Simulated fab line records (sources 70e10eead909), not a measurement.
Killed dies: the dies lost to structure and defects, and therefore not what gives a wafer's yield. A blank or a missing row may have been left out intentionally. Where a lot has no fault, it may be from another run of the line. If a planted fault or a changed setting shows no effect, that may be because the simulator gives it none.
fab line records    flow nandHarc
record lots=7  wafers=19  lastDay=24
route steps=1159 shown A_SOURCE_PLATE@418 A_ONON_D1@424 END@1159
lots that met no fault: taken from a fault-free run of the same line
startH: hours from the record's opening day to when the first of the lot's shown wafers began    waitH: time in hours since the lot's previous step    " as in the row above    L1.1+2: a row that stands for several wafers    - value missing, or start not given    * or withheld: withheld    < > ~ a bound
route shown NAME@n: a module of which the file shows steps, and the number in the route of the first    usual: mean/standard deviation of fault-free wafers    same: alike in all rows    chamber/n: place in a boat    sites: each site's reading    _std_site: their standard deviation    _edge_site: inner sites' mean taken away from outer sites' mean    radiusMm: for every site, how far away it sits from the centre of the wafer    mask NAME#n: copy n    behind: the tool/chamber that last shaped the wafer    hold: why the lot went on hold/how many hours it stayed there/how the hold came to an end    device: names the non-switching transistor (n, p or np)    end of line: the same wafers' tests at the end of the route    where a step has no rows: the recipe by itself    killed: dies lost to structure and defects at the first sort, not the wafer's yield    map: the dies of a wafer, with x for killed, . for not killed, _ for no die there
set.NAME: the setting that was run; set.NAME@STEP: the one run at that earlier step    model.NAME: the simulator's own value behind a step, which no gauge read
lots at some steps of the route; a table a step, a row a wafer
services: from which hour (startH, from the record's first day; less than 0 if before it) a tool's chamber was out of use, for how many hours, and why
## steps
# step NHARC_A_SOURCE_PLATE_CVD_03
# recipe targetThkA=2000  tempC=620  pressureMtorr=200  timeS=4000  material=poly-Si
# step NHARC_A_SOURCE_PLATE_ANNEAL_05
# recipe tempC=850  timeS=1800
# step NHARC_A_SOURCE_PLATE_THK_MEAS_06
# recipe thkMeasGauge=ellipsometry
# usual thkNm=200.7/2.1
lot.wafer  tool          chamber  startH  waitH  thkNm
L901.2     filmMetro-01  -        169.92  0.4    197.0
L901.5     "             -        "       "      199.3
L901.6     "             -        "       "      197.5
L904.2     filmMetro-02  -        173.54  0.4    204.9
L904.5     "             -        "       "      203.0
L904.6     "             -        "       "      202.3
L908.3     filmMetro-01  -        207.88  0.4    201.8
L908.4     "             -        "       "      200.4
L908.6     "             -        "       "      201.3
L911.4     filmMetro-01  -        233.06  0.4    197.8
L911.5     "             -        "       "      197.4
L911.6     "             -        "       "      199.5
L920.3     filmMetro-01  -        274.73  0.4    200.6
L920.4     "             -        "       "      201.1
L920.5     "             -        "       "      202.0
L921.3     filmMetro-01  -        282.00  0.4    201.4
L921.4     "             -        "       "      199.4
L922.1     filmMetro-01  -        286.47  0.4    202.1
L922.4     "             -        "       "      200.0
# step NHARC_A_SOURCE_PLATE_INSPECT_08
# usual rawDefectCount=59/23
lot.wafer  tool              chamber  startH  waitH  rawDefectCount
L901.2     defectInspect-01  -        170.02  0.0    45
L901.5     "                 -        "       "      52
L901.6     "                 -        "       "      59
L904.2     defectInspect-02  -        173.62  0.0    64
L904.5     "                 -        "       "      66
L904.6     "                 -        "       "      74
L908.3     defectInspect-01  -        207.97  0.0    31
L908.4     "                 -        "       "      24
L908.6     "                 -        "       "      21
L911.4     defectInspect-02  -        233.13  0.0    104
L911.5     "                 -        "       "      71
L911.6     "                 -        "       "      98
L920.3     defectInspect-01  -        274.79  0.0    94
L920.4     "                 -        "       "      53
L920.5     "                 -        "       "      57
L921.3     defectInspect-01  -        282.11  0.0    95
L921.4     "                 -        "       "      44
L922.1     defectInspect-01  -        286.53  0.0    50
L922.4     "                 -        "       "      30
# step NHARC_A_ONON_D1_DEP_00
# recipe targetThkA=10000  n2FlowSccm=2750  n2oFlowSccm=2000  nh3FlowSccm=500  sih4FlowSccm=210  tempC=400
# step NHARC_A_ONON_D1_THK_MEAS_02
# recipe thkMeasGauge=ellipsometry
# usual thkNm=1001/9.9
lot.wafer  tool          chamber  startH  waitH  thkNm
L901.2     filmMetro-01  -        170.60  -      1011
L901.5     "             -        "       "      1011
L901.6     "             -        "       "      1011
L904.2     filmMetro-01  -        174.20  -      998
L904.5     "             -        "       "      1000
L904.6     "             -        "       "      998
L908.3     filmMetro-02  -        208.54  -      997
L908.4     "             -        "       "      996
L908.6     "             -        "       "      996
L911.4     filmMetro-02  -        233.73  -      1012
L911.5     "             -        "       "      1011
L911.6     "             -        "       "      1013
L920.3     filmMetro-01  -        275.37  -      1009
L920.4     "             -        "       "      1010
L920.5     "             -        "       "      1008
L921.3     filmMetro-01  -        282.69  -      1014
L921.4     "             -        "       "      1014
L922.1     filmMetro-01  -        287.10  -      991
L922.4     "             -        "       "      993
# step NHARC_A_ONON_D1_DEP_03
# recipe targetThkA=10000  n2FlowSccm=2750  n2oFlowSccm=2000  nh3FlowSccm=500  sih4FlowSccm=210  tempC=400
# step NHARC_A_ONON_D1_THK_MEAS_05
# recipe thkMeasGauge=ellipsometry
# usual thkNm=1000/9.8
lot.wafer  tool          chamber  startH  waitH  thkNm
L901.2     filmMetro-01  -        171.17  -      1008
L901.5     "             -        "       "      1008
L901.6     "             -        "       "      1009
L904.2     filmMetro-01  -        174.77  -      1006
L904.5     "             -        "       "      1006
L904.6     "             -        "       "      1007
L908.3     filmMetro-01  -        209.10  -      1003
L908.4     "             -        "       "      1004
L908.6     "             -        "       "      1001
L911.4     filmMetro-01  -        234.30  -      989
L911.5     "             -        "       "      985
L911.6     "             -        "       "      989
L920.3     filmMetro-02  -        275.93  -      987
L920.4     "             -        "       "      989
L920.5     "             -        "       "      989
L921.3     filmMetro-02  -        283.24  -      1012
L921.4     "             -        "       "      1012
L922.1     filmMetro-02  -        287.67  -      992
L922.4     "             -        "       "      991
# step NHARC_A_ONON_D1_DEP_06
# recipe targetThkA=10000  n2FlowSccm=2750  n2oFlowSccm=2000  nh3FlowSccm=500  sih4FlowSccm=210  tempC=400
# step NHARC_A_ONON_D1_THK_MEAS_08
# recipe thkMeasGauge=ellipsometry
# usual thkNm=997/10
lot.wafer  tool          chamber  startH  waitH  thkNm
L901.2     filmMetro-02  -        171.74  -      977
L901.5     "             -        "       "      980
L901.6     "             -        "       "      981
L904.2     filmMetro-01  -        175.33  -      1000
L904.5     "             -        "       "      999
L904.6     "             -        "       "      1001
L908.3     filmMetro-01  -        209.66  -      1007
L908.4     "             -        "       "      1006
L908.6     "             -        "       "      1005
L911.4     filmMetro-02  -        234.86  -      981
L911.5     "             -        "       "      981
L911.6     "             -        "       "      981
L920.3     filmMetro-02  -        276.51  -      988
L920.4     "             -        "       "      987
L920.5     "             -        "       "      986
L921.3     filmMetro-02  -        283.82  -      976
L921.4     "             -        "       "      973
L922.1     filmMetro-01  -        288.24  -      1000
L922.4     "             -        "       "      1000
# step NHARC_A_ONON_D1_DEP_09
# recipe targetThkA=10000  n2FlowSccm=2750  n2oFlowSccm=2000  nh3FlowSccm=500  sih4FlowSccm=210  tempC=400
lot.wafer   tool          chamber  startH  waitH
L901.2+5+6  pecvdOnon-01  0        171.85  0.1
L904.2+5+6  pecvdOnon-01  0        175.44  0.1
L908.3+4+6  pecvdOnon-02  0        209.83  0.2
L911.4+5+6  pecvdOnon-01  0        235.09  0.2
L920.3+4+5  pecvdOnon-02  0        276.68  0.2
L921.3+4    pecvdOnon-02  0        283.99  0.2
L922.1+4    pecvdOnon-02  0        288.30  0.1
# step NHARC_A_ONON_D1_THK_MEAS_11
# recipe thkMeasGauge=ellipsometry
# usual thkNm=1005/12
lot.wafer  tool          chamber  startH  waitH  thkNm
L901.2     filmMetro-02  -        172.31  -      1024
L901.5     "             -        "       "      1025
L901.6     "             -        "       "      1023
L904.2     filmMetro-01  -        175.89  -      1006
L904.5     "             -        "       "      1005
L904.6     "             -        "       "      1005
L908.3     filmMetro-02  -        210.23  -      1021
L908.4     "             -        "       "      1017
L908.6     "             -        "       "      1018
L911.4     filmMetro-01  -        235.43  -      998
L911.5     "             -        "       "      1000
L911.6     "             -        "       "      999
L920.3     filmMetro-01  -        277.10  -      981
L920.4     "             -        "       "      800
L920.5     "             -        "       "      982
L921.3     filmMetro-02  -        284.38  -      989
L921.4     "             -        "       "      809
L922.1     filmMetro-01  -        288.81  -      1009
L922.4     "             -        "       "      827
# step NHARC_A_ONON_D1_DEP_12
# recipe targetThkA=10000  n2FlowSccm=2750  n2oFlowSccm=2000  nh3FlowSccm=500  sih4FlowSccm=210  tempC=400
# step NHARC_END_SORT_01
# recipe tempC=25
# usual killedAtArray=27/9.3  killedAtOther=0.9/1.3  killedAtPeriphery=3.6/2.7  killedDies=31/9.7  killedOpen=3.3/1.8  killedShort=2.0/1.5
# same grossDies=677
lot.wafer  tool       chamber  startH  waitH  killedAtArray  killedAtOther  killedAtPeriphery  killedDies  killedOpen  killedShort
L901.2     prober-01  0        463.07  2.8    32             0              12                 44          2           2
L901.5     prober-01  0        465.46  3.7    35             1              6                  42          3           3
L901.6     prober-01  0        466.25  4.0    29             0              13                 42          4           1
L911.4     prober-01  0        507.29  3.4    35             1              0                  36          4           0
L911.5     prober-01  0        508.09  3.7    40             1              1                  42          4           2
L911.6     prober-01  0        508.90  4.0    34             2              0                  36          5           0
L920.3     prober-02  0        551.65  3.1    41             1              1                  43          5           5
L920.4     prober-02  0        552.44  3.4    48             4              3                  55          5           3
L920.5     prober-02  0        553.24  3.7    40             2              2                  44          4           0
# killed by level:class
L901.2 A_SLIT:chamberFilmFlake=11 A_CHANNEL_HOLE_D1:chamberFilmFlake=10 P_CONTACT:chamberFilmFlake=6 A_CONTACT:chamberFilmFlake=6 A_STAIRCASE:chamberFilmFlake=3 P_M1:chamberFilmFlake=2 P_STI:geometricParticle:short=1 P_GATE:geometricParticle:open=1
L901.5 A_CHANNEL_HOLE_D1:chamberFilmFlake=13 A_SLIT:chamberFilmFlake=9 A_STAIRCASE:chamberFilmFlake=5 A_CONTACT:chamberFilmFlake=4 P_CONTACT:chamberFilmFlake=3 P_M1:chamberFilmFlake=2 P_CONTACT:geometricParticle:open=1 A_SGD_CUT:geometricParticle:open=1
L901.6 A_CHANNEL_HOLE_D1:chamberFilmFlake=11 P_M1:chamberFilmFlake=7 A_STAIRCASE:chamberFilmFlake=6 A_SLIT:chamberFilmFlake=6 P_CONTACT:chamberFilmFlake=5 A_CONTACT:geometricParticle:open=2 A_WL_FILL:chamberFilmFlake=2 P_CONTACT:geometricParticle:open=1
L911.4 A_CHANNEL_HOLE_D1:chamberFilmFlake=15 A_SLIT:chamberFilmFlake=12 A_CONTACT:geometricParticle:open=2 A_ZERO_WELL:chamberFilmFlake=2 A_ONON_D1:geometricParticle:open=1 A_M0:geometricParticle:open=1 A_STAIRCASE:chamberFilmFlake=1 A_WL_FILL:chamberFilmFlake=1
L911.5 A_CHANNEL_HOLE_D1:chamberFilmFlake=19 A_SLIT:chamberFilmFlake=10 A_STAIRCASE:chamberFilmFlake=2 A_SOURCE_PLATE:geometricParticle:short=1 A_ONON_D1:geometricParticle:open=1 A_WL_FILL:geometricParticle:open=1 A_CONTACT:geometricParticle:short=1 A_CONTACT:geometricParticle:open=1
L911.6 A_SLIT:chamberFilmFlake=11 A_CHANNEL_HOLE_D1:chamberFilmFlake=10 A_STAIRCASE:chamberFilmFlake=4 A_BLC:geometricParticle:open=2 THIN_TSV:chamberFilmFlake=2 A_CONTACT:chamberFilmFlake=2 A_CHANNEL_FILL_D1:geometricParticle:open=1 A_SGD_CUT:geometricParticle:open=1
L920.3 A_CHANNEL_HOLE_D1:chamberFilmFlake=22 A_SLIT:chamberFilmFlake=7 A_ONON_D1:geometricParticle:short=2 A_CONTACT:geometricParticle:open=2 P_STI:geometricParticle:short=1 A_ONON_D1:geometricParticle:open=1 A_CHANNEL_FILL_D1:geometricParticle:short=1 A_SGD_CUT:geometricParticle:open=1
L920.4 A_SLIT:chamberFilmFlake=18 A_CHANNEL_HOLE_D1:chamberFilmFlake=16 A_STAIRCASE:chamberFilmFlake=6 THIN_TSV:chamberFilmFlake=4 A_CONTACT:chamberFilmFlake=2 P_STI:geometricParticle:open=1 P_CONTACT:geometricParticle:open=1 P_M0:geometricParticle:short=1
L920.5 A_CHANNEL_HOLE_D1:chamberFilmFlake=17 A_SLIT:chamberFilmFlake=15 A_STAIRCASE:chamberFilmFlake=3 A_CONTACT:geometricParticle:open=2 P_GATE:chamberFilmFlake=2 A_CHANNEL_FILL_D1:geometricParticle:open=1 A_SGD_CUT:geometricParticle:open=1 A_CONTACT:chamberFilmFlake=1
## services
tool          chamber  startH  hours  kind
pecvdOnon-01  -        195.00  13.0   pm
pecvdOnon-01  -        211.17  6.2    repair
pecvdOnon-02  -        237.84  1.5    repair
## key
firstSign step=NHARC_A_ONON_D1_THK_MEAS_11  reading=thkNm  direction=down  sigmas=17  usual=1005  struck=812
effect none on later readings
metAt NHARC_A_ONON_D1_DEP_09
struckWafers L920.4,L921.4,L922.4
sortLeftOut L921.4,L922.4
testerLeftOut L920,L921,L922
onsetBetween 209.83 276.68
fault kind=processParameterDrift  tool=pecvdOnon-02  chamber=-  onsetH=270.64  steps=NHARC_A_ONON_D1_DEP_09  channel=targetThkA  offset=*  shape=step  endH=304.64  scope=struckWafersOnly  actsIn=*  stated=*
# testerLeftOut: of these lots the tester's yield and bins aren't shown, on N5 and GAA mostly nor the transistor test; their killed dies are dies lost to structure and defects alone, not to doping, threshold or leakage, so they don't give the yield
# sortLeftOut: the simulated sort isn't trusted on such a fault, so these wafers' sort isn't shown, and their yield isn't known
